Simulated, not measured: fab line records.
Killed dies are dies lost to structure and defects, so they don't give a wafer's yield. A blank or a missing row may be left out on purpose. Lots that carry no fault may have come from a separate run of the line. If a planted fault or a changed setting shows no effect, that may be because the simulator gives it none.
The tool behind it: which one?	flow n5-finfet	30 wafers from 10 lots sampled at 5 of the route's 1938 steps

== WHAT THE GAUGES READ, wafer by wafer ==
N5_MIM_TOP_LITHO_CD_MEAS_08: the cd target is 2000 nm. Usual: cd-nm at 2000.0 nm, with a standard deviation of 1.1.
lot	measured	on	cd-nm (nm)	flag
L961	day 11 13:53	cd-sem-02	2000.0 2000.7 1999.1	
L962	day 11 14:56	cd-sem-03	1999.1 2001.1 1999.2	
L963	day 11 18:28	cd-sem-03	2001.1 2000.2 2001.2	
L967	day 13 08:07	cd-sem-01	1999.4 2000.0 1998.1	
L970	day 14 09:58	cd-sem-02	1998.9 2001.2 2000.6	
L971	day 14 13:25	cd-sem-01	1999.5 1998.8 1999.9	
L972	day 14 14:44	cd-sem-02	1999.4 1998.6 1999.9	
L979	day 15 21:31	cd-sem-03	2000.8 2000.2 2000.3	
L977	day 16 03:56	cd-sem-01	2000.9 1999.5 1999.7	
L982	day 17 11:27	cd-sem-02	2001.0 2001.7 1999.9	

N5_PASSIVATION_CD_MEAS_10: the cd target is 3000 nm. Usual: cd-nm at 2999.9 nm, with a standard deviation of 1.7.
lot	measured	on	cd-nm (nm)	flag
L961	day 11 16:32	cd-sem-03	3002.5 2999.4 3000.1	
L962	day 11 17:34	cd-sem-01	2999.7 3000.3 3003.6	
L963	day 11 20:43	cd-sem-03	3003.3 3000.8 2999.5	
L967	day 13 10:32	cd-sem-03	2999.1 3000.1 2998.9	
L970	day 14 12:47	cd-sem-01	3002.3 3001.3 3000.0	
L971	day 14 15:53	cd-sem-03	2998.8 3000.6 3000.0	
L972	day 14 16:56	cd-sem-02	3000.1 2998.9 3000.8	
L979	day 16 02:01	cd-sem-02	3002.0 3000.7 3007.5	
L977	day 16 06:32	cd-sem-02	3005.5 2998.3 3005.1	
L982	day 17 13:44	cd-sem-01	3001.6 3000.6 2999.3	

== WHAT TOOL EACH LOT RAN ON (gives the tool, then ch and the chambers of the sampled wafers, and finally the start) ==
lot	N5_MIM_TOP_LITHO_DESCUM_10	N5_PASSIVATION_PECVD_55	N5_PASSIVATION_EXPOSE_07
L961	rie-diel-06 ch 0,1,2, day 11 13:59	pecvd-01 ch 0,2, day 11 15:56	krf-scanner-02 ch 0, day 11 16:22
L962	rie-diel-02 ch 1,2,3, day 11 15:07	pecvd-01 ch 0,1,2, day 11 16:56	krf-scanner-01 ch 0, day 11 17:23
L963	rie-diel-06 ch 0,2, day 11 18:32	pecvd-03 ch 1,2, day 11 20:18	krf-scanner-01 ch 0, day 11 20:33
L967	rie-diel-02 ch 0,1,3, day 13 08:12	pecvd-01 ch 0,1,2, day 13 10:08	krf-scanner-02 ch 0, day 13 10:21
L970	rie-diel-04 ch 2,3, day 14 10:11	pecvd-04 ch 0,1,2, day 14 11:57	krf-scanner-01 ch 0, day 14 12:37
L971	rie-diel-02 ch 0,1,3, day 14 13:30	pecvd-01 ch 0,1,2, day 14 15:25	krf-scanner-01 ch 0, day 14 15:42
L972	rie-diel-04 ch 0,2, day 14 14:49	pecvd-01 ch 1,2, day 14 16:32	krf-scanner-01 ch 0, day 14 16:45
L979	rie-diel-02 ch 0,1, day 15 21:36	pecvd-04 ch 0,2, day 15 23:37	krf-scanner-02 ch 0, day 16 01:50
L977	rie-diel-02 ch 0,3, day 16 04:10	pecvd-01 ch 0,1, day 16 05:52	krf-scanner-02 ch 0, day 16 06:22
L982	rie-diel-02 ch 0,2,3, day 17 11:32	pecvd-03 ch 0,1, day 17 13:13	krf-scanner-01 ch 0, day 17 13:34
- N5_MIM_TOP_LITHO_DESCUM_10: chemistry O2, time 7.9 s.
- N5_PASSIVATION_PECVD_55: deposits SiO2 from SiH4/N2O, target thk 400 nm, time 22.5 s.
- N5_PASSIVATION_EXPOSE_07: exposes mask TV, defocus 0 nm, target cd 3000 nm.

== WHAT THE TOOLS THEMSELVES READ (means of the sampled wafers that have a number; where no wafer has one, the mark that the record gives instead) ==
N5_MIM_TOP_LITHO_DESCUM_10. Usual: drypump-motor-current-A 5.6 A (standard deviation 0.56); oes-product-au 0.82 a.u. (standard deviation 0.068); rf-fwd-power-W 49.69 W (standard deviation 0.18); rf-vpp-V 243.2 V (standard deviation 1.2); showerhead-plenum-p-Torr 2.10 Torr (standard deviation 0.058); temp-c 39.99 C (standard deviation 0.12); throttle-valve-pct 20.31 % (standard deviation 0.18).
lot	tool	drypump-motor-current-A (A)	oes-product-au (a.u.)	rf-fwd-power-W (W)	rf-vpp-V (V)	showerhead-plenum-p-Torr (Torr)	temp-c (C)	throttle-valve-pct (%)	flag
L961	rie-diel-06	5.7	0.79	49.71	242.8	2.07	39.98	20.41	
L962	rie-diel-02	5.8	0.84	49.76	242.8	2.12	40.05	20.36	
L963	rie-diel-06	6.0	0.77	49.81	242.3	2.04	40.09	20.39	
L967	rie-diel-02	5.9	0.86	49.76	243.9	2.16	40.06	20.28	
L970	rie-diel-04	5.2	0.80	49.73	243.8	2.10	39.99	20.27	
L971	rie-diel-02	5.9	0.84	49.77	244.6	2.15	40.06	20.29	
L972	rie-diel-04	5.9	0.80	49.63	243.9	2.11	39.99	20.06	
L979	rie-diel-02	6.1	0.85	49.74	242.3	2.09	40.02	20.35	
L977	rie-diel-02	5.6	0.83	49.99	243.9	2.20	40.09	20.26	
L982	rie-diel-02	5.3	0.79	49.67	243.9	2.16	40.02	20.43	

N5_PASSIVATION_PECVD_55. Usual: heater-power-w 729 W, standard deviation 95; rf-fwd-power-W 601.2 W, standard deviation 2; showerhead-plenum-p-Torr 8.16 Torr, standard deviation 0.085; throttle-valve-pct 50.8 %, standard deviation 2.
lot	tool	heater-power-w (W)	rf-fwd-power-W (W)	showerhead-plenum-p-Torr (Torr)	throttle-valve-pct (%)	flag
L961	pecvd-01	769	603.0	8.16	49.9	
L962	pecvd-01	739	600.9	8.14	50.1	
L963	pecvd-03	633	600.7	8.25	50.9	
L967	pecvd-01	802	602.0	8.13	50.2	
L970	pecvd-04	798	601.5	8.16	50.4	
L971	pecvd-01	709	600.8	8.15	50.2	
L972	pecvd-01	742	602.3	8.13	50.3	
L979	pecvd-04	841	600.5	8.20	48.5	
L977	pecvd-01	758	600.0	8.12	51.3	
L982	pecvd-03	627	602.2	8.14	52.0	

N5_PASSIVATION_EXPOSE_07. Usual: reticle-temp-C at 23.00 C, with a standard deviation of 0.1.
lot	tool	reticle-temp-C (C)	flag
L961	krf-scanner-02	22.94	
L962	krf-scanner-01	23.11	
L963	krf-scanner-01	23.03	
L967	krf-scanner-02	23.07	
L970	krf-scanner-01	22.96	
L971	krf-scanner-01	22.86	
L972	krf-scanner-01	22.91	
L979	krf-scanner-02	23.08	
L977	krf-scanner-02	22.96	
L982	krf-scanner-01	23.04	

== THE ANSWER, worked out from the rows above alone ==
Rule: take the mean of a lot's wafers that have a number; if it is more than 3 standard deviations from the usual mean, the lot is off. Also off: a lot with no number at a reading for which 4 or more lots have one. Any other lot the step has rows for is counted as sound. First the gauges in route order, then the tools' own readings, where a lot's mean is used as printed above. At the first step where some lot is off, the reading lying furthest off is the one used; lots without a number count as furthest.
No lot is off at any reading shown: from this, nothing can be told.

== WHAT THE SIMULATOR HAD PUT IN ==
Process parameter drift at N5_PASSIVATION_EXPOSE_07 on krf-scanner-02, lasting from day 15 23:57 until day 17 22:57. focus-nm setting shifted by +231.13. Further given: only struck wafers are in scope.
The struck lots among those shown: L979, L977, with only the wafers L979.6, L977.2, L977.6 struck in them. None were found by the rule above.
